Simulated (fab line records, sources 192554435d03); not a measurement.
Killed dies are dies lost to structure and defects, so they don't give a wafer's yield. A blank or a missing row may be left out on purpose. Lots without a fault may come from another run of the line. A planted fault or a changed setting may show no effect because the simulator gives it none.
fab line records | flow n5_finfet | part 2 of 2: steps 5 to 6 of 6
record lots=22 wafers=66 last_day=19
route steps=1938 shown BEOL_M9@1401
lots that met no fault: from a run of the same line without faults
start_h: hours from the record's first day to the start of the lot's first wafer shown | wait_h: hours since the lot's step before | " the same as in the row above | L1.1+2: a row that stands for several wafers | - no value, or no start given | * or withheld: withheld | < > ~ a bound
route shown NAME@n: a module of which the file shows steps, and the number in the route of the first | usual: mean/standard deviation of fault-free wafers | same: alike in all rows | chamber/n: place in a boat | sites: the reading at each site | _std_site: their standard deviation | _edge_site: outer sites' mean less inner sites' | radius_mm: how far each site lies from the wafer's centre | mask NAME#n: copy n | behind: the tool/chamber that last shaped the wafer | hold: why the lot was held/for how many hours/how that ended | device: the transistor (n, p or np) that didn't switch | end of line: the same wafers' tests at the end of the route | a step without rows: its recipe alone | killed: dies lost to structure and defects at the first sort, not the wafer's yield | map: a wafer's dies, x killed, . not, _ none there
set.NAME: the setting as run; set.NAME@STEP: as run at that earlier step | model.NAME: the simulator's own value behind a step, which no gauge read
steps of the route over a sample of lots; a table a step, a row a wafer
services: from which hour (start_h, from the record's first day; less than 0 if before it) a tool's chamber was out of use, for how many hours, and why
## steps
# step N5_BEOL_M9_VIA_ETCH_34
# recipe chemistry=C4F6/O2 target=SiCOH_lowk target_depth_a=1824 mask_material=SOC taper_deg=4 time_s=68.4 ion_energy_ev=250 pressure_mtorr=30 source_w=345 bias_w=185 Ar_flow_sccm=300 C4F6_flow_sccm=10 O2_flow_sccm=10
# usual chamber_pressure_mTorr=30.001/0.027 drypump_motor_current_A=5.8/0.55 oes_f_703_au=0.80/0.085 oes_product_au=0.79/0.091 rf_vpp_V=658/10 showerhead_plenum_p_Torr=2.85/0.081 throttle_valve_pct=20.87/0.29
# same time_s=68.4
# columns lot.wafer tool chamber start_h wait_h chamber_pressure_mTorr drypump_motor_current_A oes_f_703_au oes_product_au rf_hours_counter_h rf_vpp_V showerhead_plenum_p_Torr throttle_valve_pct
L076.2 rie_diel-01 1 223.38 0.0 30.026 5.8 0.91 0.88 48 649 2.99 20.28
L076.5 " 3 " " 29.965 5.4 0.96 0.95 - 681 2.81 20.50
L076.6 " 0 " " 30.046 6.5 0.80 0.81 - 655 2.85 20.60
L074.2 rie_diel-02 2 223.55 0.0 30.005 6.4 0.91 0.94 12 661 2.79 20.92
L074.3 " 1 " " 30.036 5.2 0.69 0.69 230 646 2.73 21.41
L074.6 " 0 " " 29.970 5.6 0.90 0.91 - 651 2.80 20.79
L075.1 rie_diel-03 1 229.32 0.0 29.983 6.0 0.74 0.71 185 653 2.93 21.33
L075.2 " 3 " " 29.993 6.6 0.90 0.89 36 655 2.91 20.74
L075.5 " 3 " " 30.024 6.6 0.90 0.88 - 656 2.91 20.75
L077.1 rie_diel-02 3 247.43 0.0 30.030 6.2 0.68 0.68 234 672 2.72 21.13
L077.5 " 2 " " 30.009 6.4 0.91 0.94 - 662 2.79 20.92
L077.6 " 3 " " 29.977 6.2 0.69 0.68 - 674 2.72 21.13
L078.1 rie_diel-03 2 250.34 0.0 29.984 5.8 0.73 0.73 165 654 2.85 20.81
L078.3 " 1 " " 29.947 6.1 0.73 0.70 194 651 2.93 21.34
L078.6 " 2 " " 30.015 5.8 0.73 0.72 - 656 2.85 20.81
L079.3 rie_diel-02 1 250.50 0.0 30.011 5.2 0.68 0.70 235 647 2.73 21.44
L079.4 " 2 " " 30.028 6.4 0.90 0.94 17 662 2.79 20.94
L079.6 " 3 " " 29.978 6.2 0.68 0.68 - 673 2.72 21.13
L081.2 rie_diel-01 1 257.26 0.0 30.032 5.8 0.90 0.87 60 649 2.99 20.30
L081.4 " 3 " " 29.979 5.4 0.92 0.91 20 679 2.80 20.52
L081.5 " 1 " " 30.024 5.8 0.91 0.87 - 648 2.99 20.31
L080.3 rie_diel-03 0 257.55 0.0 30.009 4.9 0.76 0.76 164 664 2.85 20.68
L080.4 " 1 " " 30.003 6.0 0.73 0.71 196 652 2.93 21.34
L080.5 " 1 " " 29.987 6.0 0.73 0.71 - 652 2.93 21.35
L082.1 rie_diel-03 3 259.96 0.0 29.975 6.6 0.88 0.87 48 655 2.91 20.77
L082.2 " 2 " " 29.979 5.7 0.73 0.71 168 654 2.85 20.81
L082.5 " 2 " " 30.007 5.7 0.72 0.71 - 655 2.85 20.80
L085.3 rie_diel-02 3 273.66 0.0 29.950 6.2 0.67 0.67 244 673 2.71 21.15
L085.4 " 1 " " 29.970 5.2 0.68 0.69 239 646 2.73 21.44
L085.5 " 3 " " 30.000 6.2 0.67 0.68 - 674 2.71 21.16
L084.2 rie_diel-03 2 280.49 0.0 29.995 5.8 0.72 0.71 175 655 2.85 20.82
L084.4 " 0 " " 29.970 4.9 0.76 0.75 171 664 2.84 20.68
L084.6 " 1 " " 30.024 6.1 0.73 0.70 - 650 2.92 21.36
L087.1 rie_diel-01 0 300.09 0.0 30.007 6.4 0.79 0.78 141 655 2.84 20.63
L087.2 " 1 " " 29.986 5.8 0.89 0.85 72 649 2.98 20.33
L087.3 " 3 " " 29.997 5.3 0.90 0.89 32 680 2.80 20.54
L089.1 rie_diel-03 1 311.70 0.0 30.011 6.0 0.72 0.68 212 650 2.92 21.36
L089.2 " 0 " " 30.051 4.9 0.76 0.75 179 663 2.84 20.70
L089.3 " 2 " " 30.048 5.7 0.71 0.70 185 653 2.84 20.82
L088.1 rie_diel-03 3 315.04 0.0 29.942 6.7 0.86 0.84 65 655 2.90 20.79
L088.4 " 0 " " 30.024 4.9 0.75 0.75 180 664 2.84 20.71
L088.6 " 1 " " 29.998 6.0 0.71 0.69 - 650 2.92 21.38
L086.3 rie_diel-02 1 315.21 0.0 29.975 5.2 0.67 0.68 253 647 2.72 21.46
L086.4 " 0 " " 30.018 5.6 0.86 0.87 - 651 2.79 20.84
L086.6 " 1 " " 29.989 5.2 0.67 0.68 - 646 2.72 21.45
L090.3 rie_diel-01 3 323.89 0.0 30.000 5.3 0.89 0.87 42 680 2.79 20.56
L090.4 " 0 " " 30.002 6.5 0.77 0.76 149 655 2.83 20.64
L090.6 " 3 " " 30.026 5.4 0.88 0.87 - 680 2.79 20.55
L091.2 rie_diel-03 0 351.64 0.0 30.001 4.9 0.74 0.74 190 662 2.83 20.72
L091.4 " 2 " " 30.060 5.7 0.71 0.69 196 653 2.84 20.85
L091.6 " 3 " " 29.993 6.7 0.85 0.81 - 654 2.90 20.82
L092.4 rie_diel-01 1 356.18 0.0 30.012 5.7 0.86 0.84 88 648 2.97 20.36
L092.5 " 1 " " 30.018 5.7 0.87 0.83 - 648 2.97 20.34
L092.6 " 0 " " 29.973 6.5 0.76 0.77 - 653 2.83 20.66
L094.2 rie_diel-02 3 358.21 0.0 30.019 6.2 0.91 0.91 13 684 3.05 20.79
L094.3 " 2 " " 30.005 6.4 0.84 0.85 55 659 2.77 20.99
L094.6 " 0 " " 29.958 5.6 0.85 0.84 - 650 2.78 20.86
L095.2 rie_diel-03 3 379.98 0.0 30.046 6.6 0.83 0.80 82 655 2.89 20.81
L095.3 " 2 " " 29.954 5.8 0.70 0.69 204 653 2.83 20.85
L095.4 " 0 " " 29.974 4.9 0.74 0.73 197 662 2.83 20.72
L096.1 rie_diel-02 1 380.03 0.0 30.034 5.2 0.95 0.99 6 684 3.06 21.01
L096.3 " 3 " " 29.959 6.2 0.90 0.90 18 683 3.04 20.77
L096.5 " 0 " " 30.003 5.6 0.84 0.84 - 650 2.78 20.87
L097.1 rie_diel-03 3 382.16 0.0 29.997 6.7 0.84 0.82 83 654 2.89 20.82
L097.2 " 0 " " 30.028 4.9 0.74 0.73 198 662 2.83 20.74
L097.3 " 2 " " 29.988 5.8 0.70 0.69 205 655 2.83 20.87
# step N5_BEOL_M9_DEP_56
# recipe material=SiCN target_thk_a=150 temp_c=withheld precursor=3MS/NH3 pressure_torr=3 rf_w=202 time_s=26.5
# usual showerhead_plenum_p_Torr=3.670/0.013 throttle_valve_pct=9.1/0.55
# same time_s=26.5
# columns lot.wafer tool chamber start_h wait_h showerhead_plenum_p_Torr throttle_valve_pct
L076.2 pecvd-02 2 226.22 0.0 3.661 8.7
L076.5 " 2 " " 3.659 8.5
L076.6 " 1 " " 3.668 9.1
L074.2 pecvd-04 0 227.07 0.0 3.639 10.2
L074.3 " 1 " " 3.677 9.6
L074.6 " 2 " " 3.685 8.8
L075.1 pecvd-03 1 238.12 0.0 3.673 8.8
L075.2 " 0 " " 3.676 8.8
L075.5 " 0 " " 3.678 8.7
L077.1 pecvd-03 0 251.75 0.0 3.673 9.0
L077.5 " 1 " " 3.676 8.5
L077.6 " 0 " " 3.677 9.0
L078.1 pecvd-04 1 252.58 0.0 3.681 9.5
L078.3 " 0 " " 3.641 10.1
L078.6 " 0 " " 3.642 10.1
L079.3 pecvd-02 1 252.87 0.0 3.670 9.4
L079.4 " 2 " " 3.672 8.5
L079.6 " 0 " " 3.676 9.5
L081.2 pecvd-02 1 259.77 0.0 3.674 9.2
L081.4 " 1 " " 3.659 9.2
L081.5 " 2 " " 3.667 8.8
L080.3 pecvd-02 1 260.27 0.0 3.668 8.8
L080.4 " 2 " " 3.674 8.5
L080.5 " 0 " " 3.669 9.6
L082.1 pecvd-02 1 262.21 0.0 3.667 9.0
L082.2 " 2 " " 3.660 8.6
L082.5 " 0 " " 3.676 9.8
L085.3 pecvd-03 2 281.78 0.0 3.669 8.3
L085.4 " 1 " " 3.677 8.8
L085.5 " 2 " " 3.673 8.1
L084.2 pecvd-04 1 283.89 0.0 3.672 9.1
L084.4 " 1 " " 3.682 9.3
L084.6 " 2 " " 3.674 8.6
L087.1 pecvd-03 1 303.48 0.0 3.666 8.7
L087.2 " 0 " " 3.678 8.6
L087.3 " 2 " " 3.685 8.2
L089.1 pecvd-03 2 314.32 0.0 3.669 8.3
L089.2 " 1 " " 3.672 9.0
L089.3 " 0 " " 3.674 8.9
L088.1 pecvd-04 1 319.21 0.0 3.684 9.6
L088.4 " 0 " " 3.637 10.2
L088.6 " 1 " " 3.691 9.3
L086.3 pecvd-04 0 319.60 0.0 3.635 10.3
L086.4 " 2 " " 3.672 8.8
L086.6 " 0 " " 3.640 9.8
L090.3 pecvd-04 2 326.42 0.0 3.677 8.9
L090.4 " 0 " " 3.634 10.1
L090.6 " 1 " " 3.683 9.5
L091.2 pecvd-03 2 354.64 0.0 3.678 8.2
L091.4 " 0 " " 3.679 9.1
L091.6 " 1 " " 3.672 8.9
L092.4 pecvd-03 0 359.20 0.0 3.672 9.1
L092.5 " 2 " " 3.675 8.1
L092.6 " 1 " " 3.680 8.8
L094.2 pecvd-03 1 361.76 0.0 3.673 8.8
L094.3 " 2 " " 3.668 8.1
L094.6 " 2 " " 3.677 8.4
L095.2 pecvd-04 1 382.94 0.0 3.680 9.6
L095.3 " 0 " " 3.637 10.1
L095.4 " 0 " " 3.641 10.1
L096.1 pecvd-03 1 383.10 0.0 3.669 8.5
L096.3 " 0 " " 3.676 9.1
L096.5 " 1 " " 3.661 8.9
L097.1 pecvd-02 2 385.04 0.0 3.666 8.7
L097.2 " 0 " " 3.683 9.6
L097.3 " 1 " " 3.664 8.9
## services
# columns tool chamber start_h hours kind
uv_cure-01 - 198.48 113.1 repair
uv_cure-02 - 205.35 1.0 pm
uv_cure-02 - 215.82 22.2 pm
rie_diel-01 3 216.72 5.4 repair
pecvd-03 2 222.84 7.1 repair
rie_diel-02 - 226.79 14.6 pm
pecvd-03 2 229.98 - clean
pecvd-03 2 229.98 - consumable_replace:showerhead
pecvd-03 2 229.98 29.0 scheduled_down
pecvd-03 2 229.98 29.0 vent_cycle
pecvd-02 - 264.28 5.5 pm
rie_diel-02 0 275.91 6.9 repair
rie_diel-01 2 285.53 14.8 repair
rie_metal-01 0 295.29 6.3 repair
rie_diel-02 3 302.17 - clean
rie_metal-02 - 308.24 2.8 pm
rie_metal-02 0 311.09 7.3 repair
uv_cure-02 - 320.44 7.5 pm
pecvd-03 - 324.74 0.7 repair
rie_metal-01 - 326.54 1.4 pm
rie_metal-02 - 334.54 0.1 repair
rie_metal-01 - 340.17 2.8 pm
pecvd-02 1 369.50 7.5 repair
uv_cure-03 - 378.82 1.0 pm
